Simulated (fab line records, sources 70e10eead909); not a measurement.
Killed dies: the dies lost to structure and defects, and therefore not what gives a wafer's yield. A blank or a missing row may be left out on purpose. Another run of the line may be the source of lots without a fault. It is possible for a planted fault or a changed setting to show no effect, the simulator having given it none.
fab line records | flow nand-harc | part 2 of 2: steps 5 to 6 of 6
record: lots: 22 wafers: 66 last-day: 33
route steps=1302 shown A_STAIRCASE@877 A_SLIT@937 A_WL_FILL@953
lots with no fault: from the same line, run without faults
start-h: hours from the record's opening day to when the first of the lot's shown wafers began | wait-h: hours since the lot's step before | " unchanged from the row above | L1.1+2: a single row standing in for several wafers | - no value, or no start was given | * or withheld: withheld | < > ~ a bound
route shown NAME@n: names a module that has steps shown in the file, with the first one's number in the route | usual: the fault-free wafers' mean and standard deviation | same: alike in all rows | chamber/n: place in a boat | sites: the reading at each site | _std_site: the values' standard deviation | _edge_site: outer sites' mean less inner sites' | radius-mm: how far each site lies from the wafer's centre | mask NAME#n: copy n | behind: the tool/chamber that last shaped the wafer | hold: what put the lot on hold/how long, in hours/how the hold closed | device: transistor that didn't switch, given as n, p or np | end of line: tests run on the same wafers once the route is complete | a step with no rows: only its recipe | killed: count of dies lost to structure and defects at first sort (not the wafer's yield) | map: per-die view of a wafer (x killed, . not killed, _ where there is no die)
set.NAME: the setting that was run; set.NAME@STEP: the one run at that earlier step | model.NAME: the simulator's own value behind a step, which no gauge read
route steps across a sampled set of lots; one table per step, one row per wafer
services: when a tool's chamber went out of use (start-h, in hours from the record's first day, below 0 if earlier), for how many hours, and the reason
== steps ==
step: NHARC_A_WL_FILL_RTA_01
recipe: temp-c: 1000 time-s: 5
usual: lamp-power-pct: 29.8/1.5 lamp_zone_4_pct: 29.8/1.5 wafer_temp_C_max: 1004.2/1.4
same: time-s: 5
columns lot.wafer tool chamber start-h wait-h lamp-power-pct lamp_zone_4_pct wafer_temp_C_max
L074.1 rtp-anneal-02 0 462.72 - 31.0 31.0 1005.5
L074.5 " 0 " " 31.0 31.0 1005.1
L074.6 " 0 " " 31.0 31.0 1004.2
L077.1 rtp-anneal-01 0 483.92 - 27.9 27.8 1003.2
L077.2 " 0 " " 27.9 27.9 1002.6
L077.6 " 0 " " 27.8 27.9 1001.8
L075.1 rtp-anneal-02 0 484.00 0.4 31.0 31.0 1005.6
L075.3 " 0 " " 31.0 31.0 1004.5
L075.4 " 0 " " 30.9 31.0 1004.3
L076.1 rtp-anneal-02 0 496.48 - 31.0 31.0 1005.2
L076.3 " 0 " " 31.0 31.0 1003.9
L076.5 " 0 " " 31.0 31.0 1004.9
L078.2 rtp-anneal-01 0 496.67 - 27.9 27.9 1001.7
L078.4 " 0 " " 27.8 27.9 1002.3
L078.5 " 0 " " 27.9 27.9 1001.5
L080.1 rtp-anneal-02 0 528.53 - 30.9 31.0 1005.7
L080.4 " 0 " " 31.0 31.0 1005.1
L080.5 " 0 " " 31.0 30.9 1006.2
L079.3 rtp-anneal-01 0 528.76 - 27.8 27.9 1002.1
L079.5 " 0 " " 27.8 27.9 1002.7
L079.6 " 0 " " 27.9 27.9 1002.3
L082.1 rtp-anneal-02 0 537.05 - 30.9 31.0 1006.1
L082.3 " 0 " " 31.0 31.0 1004.1
L082.6 " 0 " " 31.0 31.0 1004.6
L081.3 rtp-anneal-02 0 540.89 - 31.0 31.0 1004.0
L081.4 " 0 " " 30.9 31.0 1004.8
L081.5 " 0 " " 31.0 31.0 1004.2
L083.1 rtp-anneal-02 0 574.42 - 31.0 31.0 1006.1
L083.4 " 0 " " 31.0 31.0 1006.1
L083.5 " 0 " " 30.9 31.0 1005.0
L085.3 rtp-anneal-01 0 574.45 - 27.9 27.9 1003.4
L085.5 " 0 " " 27.9 27.8 1002.2
L085.6 " 0 " " 27.8 27.9 1002.6
L086.2 rtp-anneal-02 0 583.52 - 31.0 31.0 1004.5
L086.4 " 0 " " 31.0 31.0 1005.7
L086.5 " 0 " " 31.0 30.9 1006.1
L084.3 rtp-anneal-01 0 583.71 - 27.9 27.9 1002.6
L084.4 " 0 " " 27.9 27.9 1003.6
L084.6 " 0 " " 27.9 27.8 1002.9
L087.2 rtp-anneal-02 0 600.86 - 31.0 31.0 1005.8
L087.5 " 0 " " 31.0 31.0 1005.7
L087.6 " 0 " " 30.9 31.1 1005.4
L088.4 rtp-anneal-02 0 610.48 - 31.0 31.0 1006.8
L088.5 " 0 " " 31.0 31.0 1005.0
L088.6 " 0 " " 31.0 31.0 1005.3
L090.2 rtp-anneal-02 0 614.23 - 31.0 31.0 1004.9
L090.4 " 0 " " 30.9 31.0 1005.4
L090.5 " 0 " " 31.0 31.0 1004.7
L089.4 rtp-anneal-02 0 623.94 - 31.0 31.0 1005.5
L089.5 " 0 " " 30.9 31.0 1006.3
L089.6 " 0 " " 31.0 31.0 1006.0
L092.3 rtp-anneal-01 0 637.34 - 27.9 27.9 1004.1
L092.5 " 0 " " 27.9 27.8 1002.9
L092.6 " 0 " " 27.9 27.9 1002.2
L093.1 rtp-anneal-01 0 657.31 - 27.9 27.9 1002.4
L093.5 " 0 " " 27.9 27.9 1002.7
L093.6 " 0 " " 27.9 27.9 1001.8
L096.2 rtp-anneal-01 0 676.06 - 27.9 27.9 1002.7
L096.3 " 0 " " 27.9 27.9 1003.1
L096.5 " 0 " " 27.9 27.9 1003.0
L094.2 rtp-anneal-02 0 676.08 - 31.0 30.9 1004.3
L094.4 " 0 " " 31.0 30.9 1003.7
L094.6 " 0 " " 31.0 31.0 1005.2
L095.3 rtp-anneal-01 0 679.94 - 27.9 27.9 1003.7
L095.5 " 0 " " 27.9 27.8 1002.1
L095.6 " 0 " " 27.9 27.9 1002.7
step: NHARC_A_WL_FILL_ETCHBACK_05
recipe: target-depth-a: 220 time-s: 60 temp-c: 40 chemistry: Cl2/BCl3
usual: chamber-pressure-mTorr: 10.001/0.0093 drypump-motor-current-A: 5.8/0.54 oes-product-au: 1.000/0.0085
same: time-s: 60
columns lot.wafer tool chamber start-h wait-h chamber-pressure-mTorr drypump-motor-current-A oes-product-au rf-hours-counter-h
L074.1 rie-metal-03 1 464.30 0.4 10.007 5.9 1.004 2.3
L074.5 " 1 " " 9.994 5.9 1.008 -
L074.6 " 1 " " 9.986 5.9 1.005 -
L077.2 rie-metal-02 0 485.19 0.2 9.984 5.7 1.004 0.8
L077.1 " 1 " " 10.009 6.4 1.006 0.8
L077.6 " 1 " " 9.999 6.4 1.018 -
L075.1 rie-metal-01 0 485.30 0.2 10.006 5.8 1.012 0.9
L075.3 " 1 " " 9.999 4.8 1.008 -
L075.4 " 0 " " 9.994 5.9 0.997 -
L076.1 rie-metal-02 1 497.76 0.2 10.001 6.4 1.004 1.2
L076.3 " 0 " " 10.006 5.7 0.997 -
L076.5 " 1 " " 10.011 6.4 1.001 -
L078.2 rie-metal-01 0 497.91 0.2 10.001 5.9 1.007 1.2
L078.4 " 0 " " 10.014 5.9 0.999 -
L078.5 " 1 " " 10.006 4.8 0.991 -
L080.1 rie-metal-03 0 529.82 0.2 10.002 6.3 0.995 0.1
L080.4 " 1 " " 10.009 5.9 1.001 -
L080.5 " 0 " " 10.003 6.2 1.003 -
L079.3 rie-metal-01 0 530.00 0.2 9.971 5.9 0.997 -
L079.6 " 0 " " 10.007 5.9 0.999 -
L079.5 " 1 " " 10.011 4.8 0.986 -
L082.1 rie-metal-02 0 538.31 0.2 10.006 5.7 0.999 1.7
L082.3 " 0 " " 10.023 5.7 0.994 -
L082.6 " 1 " " 10.001 6.4 1.004 -
L081.3 rie-metal-01 1 542.13 0.1 9.994 4.8 0.996 -
L081.4 " 0 " " 9.996 5.9 0.998 -
L081.5 " 1 " " 10.012 4.8 1.005 -
L085.3 rie-metal-02 0 575.67 0.1 10.011 5.7 0.999 -
L085.6 " 0 " " 10.003 5.7 0.983 -
L085.5 " 1 " " 10.015 6.4 1.001 -
L083.1 rie-metal-03 0 575.76 0.2 10.004 6.2 0.995 1.1
L083.4 " 0 " " 9.997 6.2 1.003 -
L083.5 " 1 " " 9.997 5.8 1.000 -
L086.2 rie-metal-01 0 584.77 0.2 10.006 5.9 0.995 0.1
L086.4 " 0 " " 9.996 5.9 0.987 -
L086.5 " 1 " " 10.005 4.8 0.988 -
L084.3 rie-metal-02 1 585.02 0.2 10.004 6.4 1.001 -
L084.4 " 0 " " 10.002 5.7 1.000 -
L084.6 " 0 " " 10.000 5.7 1.002 -
L087.2 rie-metal-01 1 602.11 0.2 10.004 4.8 0.996 0.4
L087.6 " 0 " " 10.014 5.9 1.019 -
L087.5 " 1 " " 10.004 4.8 1.001 -
L088.4 rie-metal-03 0 611.70 0.2 9.988 6.2 1.002 -
L088.5 " 1 " " 9.993 5.9 0.990 -
L088.6 " 0 " " 10.005 6.3 1.001 -
L090.2 rie-metal-02 0 615.47 0.2 9.998 5.7 0.995 3.4
L090.4 " 1 " " 9.995 6.4 0.994 -
L090.5 " 0 " " 10.009 5.7 0.998 -
L089.4 rie-metal-01 1 625.23 0.1 10.006 4.8 1.010 -
L089.6 " 0 " " 10.001 5.9 0.999 -
L089.5 " 1 " " 9.995 4.8 0.994 -
L092.3 rie-metal-03 1 638.59 0.1 10.009 5.9 0.993 -
L092.5 " 1 " " 9.995 5.8 0.986 -
L092.6 " 0 " " 9.998 6.2 0.995 -
L093.1 rie-metal-01 0 658.57 0.2 10.016 6.0 1.014 1.5
L093.5 " 0 " " 9.999 5.9 1.010 -
L093.6 " 1 " " 10.002 4.8 0.998 -
L096.2 rie-metal-01 0 677.30 0.2 10.004 5.9 1.007 1.9
L096.3 " 0 " " 10.004 5.9 1.009 -
L096.5 " 1 " " 10.002 4.8 1.007 -
L094.2 rie-metal-03 1 677.33 0.2 9.989 5.8 0.990 3.0
L094.4 " 0 " " 9.993 6.3 0.981 -
L094.6 " 0 " " 10.009 6.3 0.995 -
L095.3 rie-metal-02 0 681.17 0.1 10.008 5.7 0.996 -
L095.6 " 0 " " 10.002 5.7 0.999 -
L095.5 " 1 " " 10.001 6.4 1.015 -
== services ==
columns tool chamber start-h hours kind
rie-diel-02 3 416.33 5.1 repair
cmp-02 - 428.50 4.0 pm
rie-metal-01 0 463.22 14.4 repair
rie-diel-06 3 480.86 4.8 repair
cmp-02 - 481.09 1.1 repair
rie-diel-06 - 484.20 9.0 pm
cmp-02 - 493.86 0.8 repair
cmp-02 - 494.81 1.1 repair
rie-diel-06 2 503.36 1.5 repair
rie-diel-05 - 508.98 1.0 repair
rie-diel-06 0 518.04 1.4 repair
rie-diel-02 3 525.74 4.6 repair
cmp-02 - 526.50 4.0 pm
rie-diel-02 2 569.85 2.4 repair
rie-diel-02 - 570.81 9.0 pm
rie-metal-01 - 575.10 9.0 pm
rie-diel-05 - 583.60 9.0 pm
rie-diel-02 1 584.33 12.7 repair
rie-metal-01 0 606.77 1.5 repair
rie-diel-05 3 621.63 40.0 repair
cmp-02 - 624.50 4.0 pm
rie-diel-06 3 636.55 1.4 repair
rie-diel-02 2 637.85 3.3 repair
rie-diel-06 - 661.20 9.0 pm
